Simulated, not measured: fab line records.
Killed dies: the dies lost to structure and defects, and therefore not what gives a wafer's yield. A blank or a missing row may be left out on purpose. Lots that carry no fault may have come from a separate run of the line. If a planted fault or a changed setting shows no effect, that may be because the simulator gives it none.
Which tool did it?	flow nand_harc	39 wafers from 13 lots sampled at 4 of the route's 1159 steps

WHAT THE GAUGES SHOWED, per wafer
NHARC_P_ZERO_WELL_CD_MEAS_24 targets a cd of 720 nm.
lot	measured	on	cd_nm (nm)
L668	day 1 14:37	cd_sem-03	720.3 718.4 718.8
L669	day 1 20:25	cd_sem-02	719.5 721.3 720.7
L670	day 2 02:28	cd_sem-02	720.2 720.1 720.6
L671	day 2 08:28	cd_sem-03	718.3 719.5 720.2
L672	day 2 14:30	cd_sem-02	718.3 719.5 721.1
L675	day 3 08:36	cd_sem-03	721.1 722.2 720.0
L678	day 4 02:43	cd_sem-02	704.1 704.3 703.4
L679	day 4 08:38	cd_sem-02	721.6 723.0 723.0
L685	day 5 20:36	cd_sem-03	721.0 721.0 720.3
L687	day 6 08:35	cd_sem-02	722.3 723.7 722.5
L688	day 6 14:29	cd_sem-01	718.5 718.6 718.7
L689	day 6 20:28	cd_sem-02	719.6 721.2 723.1
L691	day 7 08:37	cd_sem-02	718.7 720.3 718.3

NHARC_P_ZERO_WELL_INSPECT_43.
lot	measured	on	raw_defect_count
L668	day 1 19:29	defect_inspect-02	20 14 13
L669	day 2 01:31	defect_inspect-01	8 15 15
L670	day 2 07:29	defect_inspect-01	12 9 23
L671	day 2 13:31	defect_inspect-01	10 11 21
L672	day 2 19:32	defect_inspect-01	9 4 18
L675	day 3 13:37	defect_inspect-02	10 11 19
L678	day 4 07:46	defect_inspect-02	25 13 21
L679	day 4 13:32	defect_inspect-02	10 7 13
L685	day 6 01:51	defect_inspect-01	13 17 13
L687	day 6 13:43	defect_inspect-01	15 10 17
L688	day 6 19:38	defect_inspect-02	14 12 8
L689	day 7 01:29	defect_inspect-01	8 7 19
L691	day 7 13:37	defect_inspect-02	18 4 11

WHAT TOOL EACH LOT RAN ON (gives the tool, then ch and the chambers of the sampled wafers, and finally the start)
lot	NHARC_P_ZERO_WELL_EXPOSE_21	NHARC_P_ZERO_WELL_DESCUM_26
L668	krf_scanner-03 ch 0, day 1 14:28	rie_diel-05 ch 0,3, day 1 14:47
L669	krf_scanner-03 ch 0, day 1 20:16	rie_diel-01 ch 2,3, day 1 20:34
L670	krf_scanner-03 ch 0, day 2 02:19	rie_diel-01 ch 0,1,2, day 2 02:40
L671	krf_scanner-03 ch 0, day 2 08:18	rie_diel-03 ch 0,2, day 2 08:39
L672	krf_scanner-04 ch 0, day 2 14:20	rie_diel-05 ch 0,2,3, day 2 14:41
L675	krf_scanner-03 ch 0, day 3 08:26	rie_diel-01 ch 0,1,2, day 3 08:46
L678	krf_scanner-04 ch 0, day 4 02:34	rie_diel-03 ch 0,2,3, day 4 02:58
L679	krf_scanner-03 ch 0, day 4 08:29	rie_diel-05 ch 1,2,3, day 4 08:50
L685	krf_scanner-04 ch 0, day 5 20:26	rie_diel-05 ch 1,2,3, day 5 20:46
L687	krf_scanner-03 ch 0, day 6 08:26	rie_diel-05 ch 1,3, day 6 08:45
L688	krf_scanner-03 ch 0, day 6 14:20	rie_diel-01 ch 0,2,3, day 6 14:41
L689	krf_scanner-03 ch 0, day 6 20:19	rie_diel-03 ch 0,2,3, day 6 20:39
L691	krf_scanner-04 ch 0, day 7 08:27	rie_diel-01 ch 0,2,3, day 7 08:47
- NHARC_P_ZERO_WELL_EXPOSE_21: exposes mask P NWELL, target cd 720 nm.
- NHARC_P_ZERO_WELL_DESCUM_26: chemistry O2, time 3 s.

AS READ BY THE TOOLS THEMSELVES (means over the sampled wafers that have a number; for cases with no such wafer, the mark the record gives instead)
NHARC_P_ZERO_WELL_DESCUM_26.
lot	tool	drypump_motor_current_A (A)	oes_product_au (a.u.)	rf_vpp_V (V)	showerhead_plenum_p_Torr (Torr)	throttle_valve_pct (%)
L668	rie_diel-05	5.7	1.002	57.6	1.89	11.310
L669	rie_diel-01	6.2	1.007	58.1	1.87	11.309
L670	rie_diel-01	5.7	1.006	57.3	1.98	11.302
L671	rie_diel-03	6.0	0.996	57.3	1.80	11.309
L672	rie_diel-05	5.9	1.004	57.6	1.92	11.313
L675	rie_diel-01	5.7	1.014	58.4	1.98	11.313
L678	rie_diel-03	5.9	0.999	57.1	1.83	11.313
L679	rie_diel-05	5.9	1.002	57.1	1.91	11.316
L685	rie_diel-05	5.9	1.010	57.0	1.91	11.306
L687	rie_diel-05	5.4	1.011	58.1	1.84	11.310
L688	rie_diel-01	6.1	1.002	57.9	1.94	11.310
L689	rie_diel-03	6.0	1.007	57.2	1.83	11.319
L691	rie_diel-01	6.1	1.008	58.1	1.94	11.314

THE ANSWER, worked out from the rows above alone
Rule: the lots themselves supply what counts as usual. Put in order of their means at a reading, lots are off if they are a third of the lots or fewer, leave a main group of 4 or more, and stand apart from it by a gap of 3 or more times the standard deviation of the main group's means; of several such gaps the widest counts. A main group is skipped when, at the precision printed for the reading in the tables above, its means are all equal. A lot without any number at a reading at which 4 lots or more have one is off too. Where the step has rows for the other lots, those lots are counted as sound. After the gauges, taken in route order, come the tools' own readings; for these a lot's mean is taken, as printed above. At the first step where some lot is off, the reading lying furthest off is the one used; lots without a number count as furthest.
Off, at NHARC_P_ZERO_WELL_CD_MEAS_24 on cd_nm: L678. Mean 720.4 nm and standard deviation 1.3 in the main group.
If a tool, at a process step before that reading, ran all the lots that are off and no sound lot after the first of them, it fits. The gauges at NHARC_P_ZERO_WELL_CD_MEAS_24 are tried like those tools. No candidate that was tried fits.

WHAT THE SIMULATOR HAD INSERTED
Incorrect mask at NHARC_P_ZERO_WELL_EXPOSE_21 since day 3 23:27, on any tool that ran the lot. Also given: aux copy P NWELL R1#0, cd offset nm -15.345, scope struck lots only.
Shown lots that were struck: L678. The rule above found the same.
